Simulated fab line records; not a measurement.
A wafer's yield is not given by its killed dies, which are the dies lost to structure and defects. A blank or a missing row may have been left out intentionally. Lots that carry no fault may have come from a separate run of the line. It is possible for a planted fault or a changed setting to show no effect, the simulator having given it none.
8D (eight disciplines) problem report, filled in by code    flow n5_finfet    the parts of the form that need people (team, actions taken, sign-off) are left out

== 1. THE ISSUE ==
Wafers without a fault read 299.99 C, standard deviation 0.21; susceptor_temp_C at N5_FIN_SAQP_ALD_61 reads a mean of 280.79 C on 3 wafers belonging to 2 lots. Relative to the usual mean, that is a shift of -91 standard deviations.
The step: deposits SiO2, target thk 4 nm, pulse time 1 s, purge time 2 s.
The first sign was on wafer L769.2 at day 3 08:46, on ald_sin-02. The record has a number at this step for 12 wafers belonging to 4 lots. Rule for "out" (also "out of limits"): further than 4 standard deviations from the usual mean. The rest of the wafers with a number are treated as sound.

== 2. WHAT IT IS, AND WHAT IT ISN'T ==
question                     is                      is not
which readings at this step  susceptor_temp_C        chamber_pressure_Torr, heater_power_outer_w, heater_power_w, precursor_pulse_height_rel
which lots                   L769, L770              L764, L779
which wafers of those lots   L769.2, L769.6, L770.4  L769.1, L770.1, L770.2
read on which tools          ald_sin-02              ald_sin-04
when                         from day 3 08:46        up to then (4 sound wafers); but 5 sound wafers of L770, L779 came after

== 3. THE SUSPECTS, EACH WITH WHAT RULES IT OUT ==
Counting: a tool at a process step up to the reading stays a suspect if it ran every lot that is out. Sound lots after the first of them don't rule it out here, since some wafers of a struck lot are sound.
- ald_sin-02 at N5_FIN_SAQP_ALD_61 (deposits SiO2, target thk 4 nm, pulse time 1 s, purge time 2 s): kept. It processed each lot that is out (first: L769, day 3 08:46); up to then, its last sound lot is L764 (day 2 03:28). Its own readings are out on those wafers: susceptor_temp_C.
- In ald_sin-02 at N5_FIN_SAQP_ALD_61, the wafers that are out were processed in chamber 1 and their sound lot-mates in chambers 0, 2, 3.
Left after counting: ald_sin-02 at N5_FIN_SAQP_ALD_61.

== 4. THE CAUSE (what the simulator had put in) ==
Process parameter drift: ald_sin-02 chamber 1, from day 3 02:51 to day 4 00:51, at N5_FIN_SAQP_ALD_61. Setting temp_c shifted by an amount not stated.
This tool alone remained once counting was done.

== 5. SEQUENCE OF EFFECTS, ordered by route ==
Each row: a reading where the mean over the struck wafers with a number is more than 3 standard deviations away from the usual. Scope: only readings with a usual standard deviation given in the record; hours: median across lots of the time from each lot's start at the first step in this table that gives one to its start at this step; sigmas: change in usual standard deviations.
hours  step                reading           usual     on struck wafers  change  sigmas
0      N5_FIN_SAQP_ALD_61  susceptor_temp_C  299.99 C  280.79            -19.20  -91
It contains these process steps:
- N5_FIN_SAQP_ALD_61: deposits SiO2, target thk 4 nm, pulse time 1 s, purge time 2 s.
Later measuring or inspecting steps at which every struck wafer that the step has a row for has a number for every such reading, and none has moved that far: N5_BEOL_M4_RC_MEAS_101.

== 6. WHAT WOULD HAVE CAUGHT IT SOONER ==
6 hours passed between the start of the fault at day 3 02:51 and the first reading out of limits in this record, taken at day 3 08:46.
